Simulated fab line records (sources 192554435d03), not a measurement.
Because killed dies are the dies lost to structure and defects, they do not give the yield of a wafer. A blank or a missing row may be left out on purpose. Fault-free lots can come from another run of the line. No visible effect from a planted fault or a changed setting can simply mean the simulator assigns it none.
Lot-split experiment	flow n5_finfet	7 lots, 21 wafers read, on a route of 1938 steps

== THE SPLIT ==
At N5_SD_EPI_N_COAT_33 (time 60 s, resist thk 35 nm), the setting spin_rpm was moved away from the recipe's 1500 rpm on 9 of the 21 wafers read, by -11.1% to +8.3%. The other wafers ran this setting at the recipe's value.

== FROM THE SPLIT TO THE READING: what the file shows between them, 2 steps ==
- N5_SD_EPI_N_DEVELOP_08: develop time 30 s (also split here: develop_time_s)
- N5_SD_EPI_N_DESCUM_14: chemistry O2, time 7.9 s

== THE READING ==
CAR-ArF-block_of_SD_EPI_N_COAT_03.thk_nm (the simulator's own value, which no gauge read), in nm, at N5_SD_EPI_N_ETCH_34 (etches SiARC in CF4, target depth 45.5 nm, time 75.8 s). There is no usual value for it anywhere in the file. Across the 12 wafers here that went through the recipe, the average is 111.1 nm and the standard deviation 0.32 nm.

wafer	tool, chamber at the split	spin_rpm as run, rpm	against the recipe	CAR-ArF-block_of_SD_EPI_N_COAT_03.thk_nm, nm	against lot-mates on the recipe
L075.1	litho_track-04, 0	1500	recipe	111.2	-
L075.3	litho_track-04, 0	1500	recipe	111.8	-
L075.6	litho_track-04, 0	1423	-5.1%	110.6	-0.9
L078.2	litho_track-01, 0	1577	+5.1%	112.2	+1.2
L078.3	litho_track-01, 0	1500	recipe	111	-
L078.6	litho_track-01, 0	1577	+5.1%	111.6	+0.6
L080.3	litho_track-04, 0	1500	recipe	111	-
L080.5	litho_track-04, 0	1334	-11.1%	108.4	-2.6
L080.6	litho_track-04, 0	1334	-11.1%	108.6	-2.4
L081.4	litho_track-03, 0	1500	recipe	111.2	-
L081.5	litho_track-03, 0	1500	recipe	111.2	-
L081.6	litho_track-03, 0	1398	-6.8%	110.8	-0.4
L082.2	litho_track-01, 0	1500	recipe	111.2	-
L082.3	litho_track-01, 0	1500	recipe	111.2	-
L082.6	litho_track-01, 0	1625	+8.3%	112	+0.8
L084.1	litho_track-03, 0	1500	recipe	111.4	-
L084.3	litho_track-03, 0	1500	recipe	110.8	-
L084.4	litho_track-03, 0	1500	recipe	111.2	-
L091.2	litho_track-03, 0	1427	-4.9%	109.6	-0.8
L091.6	litho_track-03, 0	1427	-4.9%	109.6	-0.8
L091.5	litho_track-03, 0	1500	recipe	110.4	-

THE FIT
A straight line over all 21 wafers: CAR-ArF-block_of_SD_EPI_N_COAT_03.thk_nm changes by +0.186 nm for each +1% of spin_rpm; r = +0.89; the points scatter about the line by 0.47 nm.
The same after taking each lot's own level away (the mean of its wafers on the recipe; 21 wafers): +0.175 nm for each +1%; r = +0.93; scatter 0.34 nm.
According to that fit, moving spin_rpm by its largest amount changes the reading by 1.9 nm.
The span of the lots' own levels, 110.40 to 111.50 nm, comes to 3.4 times the standard deviation stated above.
Hence the lot-to-lot level has little effect on the slope; both slopes agree.
Check: with one of the wafers moved furthest among these (-11.1%) left out of the fit, the line predicts -1.76 nm for it against its lot-mates. Against them it came out at -2.6 nm.

== ADDITIONAL SPLITS CARRIED BY THESE WAFERS ==
These wafers also went through other splits before the reading. Each is held against what the fit with the lots' levels taken away leaves over:
other split on the same wafers	wafers away from the commonest value	r with CAR-ArF-block_of_SD_EPI_N_COAT_03.thk_nm (lot level and that fit taken away)
N5_ZERO_LAYER_COAT_05 spin_rpm	8	-0.31
N5_ZERO_LAYER_DEVELOP_10 develop_time_s	7	-0.12
N5_DUMMY_GATE_COAT_28 spin_rpm	8	-0.46
N5_DUMMY_GATE_COAT_09 spin_rpm	9	+0.60
N5_SD_EPI_N_DEVELOP_08 develop_time_s	7	-0.22

== THE WHOLE CHAIN: every reading that the file lists as answering this split, in the file's order ==
step	what it does	reading	change (the file's fit)	r (the file's)
N5_SD_EPI_N_COAT_33	time 60 s, resist thk 35 nm	SiARC_of_SD_EPI_N_COAT_33.thk_nm (the simulator's own value, which no gauge read)	-0.184 nm for each +1% of the setting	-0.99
N5_SD_EPI_N_ETCH_34	etches SiARC in CF4, target depth 45.5 nm, time 75.8 s	etch.depth_nm (the simulator's own value, which no gauge read)	-0.185 nm for each +1% of the setting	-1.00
N5_SD_EPI_N_ETCH_34	etches SiARC in CF4, target depth 45.5 nm, time 75.8 s	CAR-ArF-block_of_SD_EPI_N_COAT_03.thk_nm (the simulator's own value, which no gauge read)	+0.16 nm for each +1% of the setting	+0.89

== FILE'S OWN FIT ==
CAR-ArF-block_of_SD_EPI_N_COAT_03.thk_nm changes by +0.16 nm for each +1% of spin_rpm, r = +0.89.
